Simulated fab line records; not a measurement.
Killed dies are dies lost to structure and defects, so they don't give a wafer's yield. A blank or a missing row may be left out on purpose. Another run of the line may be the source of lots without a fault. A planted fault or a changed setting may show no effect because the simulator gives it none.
Matching of chambers | flow n5Finfet | 4 sister chambers for N5_FIN_CUT_ETCH_30 on rieDiel-03
The step etches underlayer in N2/H2, target depth 13 nm, time 10.4 s. 8 wafers are shown with their chamber, then 8 later ones without.

== WAFERS WITH THEIR CHAMBER ==
wafer  | chamber | throttleValvePct (%) | drypumpMotorCurrentA (A)
L079.3 | 1       | 18.23                | 6.0
L080.5 | 3       | 17.81                | 6.6
L084.2 | 1       | 18.22                | 6.1
L084.4 | 2       | 17.70                | 5.8
L087.1 | 3       | 17.84                | 6.7
L087.2 | 2       | 17.70                | 5.8
L087.3 | 0       | 17.54                | 4.9
L088.1 | 0       | 17.56                | 4.9

== WAFERS WITH NO CHAMBER GIVEN ==
wafer  | throttleValvePct (%) | drypumpMotorCurrentA (A)
L088.4 | 17.68                | 5.8
L088.6 | 18.25                | 6.0
L089.1 | 17.71                | 5.8
L089.2 | 17.55                | 4.9
L089.3 | 18.26                | 6.0
L094.2 | 17.55                | 4.9
L094.3 | 17.52                | 6.6
L094.6 | 17.49                | 6.6

== THE CHAMBER EACH PASSED THROUGH ==
wafer  | from the rows above | in truth
L088.4 | 2                   | 2
L088.6 | 1                   | 1
L089.1 | 2                   | 2
L089.2 | 0                   | 0
L089.3 | 1                   | 1
L094.2 | 0                   | 0
L094.3 | 2                   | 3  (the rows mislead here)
L094.6 | 2                   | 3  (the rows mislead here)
6 of 8 placed correctly. From these rows, 0 cannot be placed. 2 placed wrongly.
How it was worked out, from the rows above alone: a wafer's distance from a chamber is the root of the sum, over the readings, of the square of ((its reading less the chamber's mean) divided by the reading's scatter). The wafer belongs to the nearest chamber; if the next one is less than 2 further off, it can't be placed. The mean given for a chamber averages the wafers shown for that chamber. The scatter is the square root of a quotient: the sum, over the shown wafers, of each reading's squared deviation from its chamber's mean, divided by wafers minus chambers.
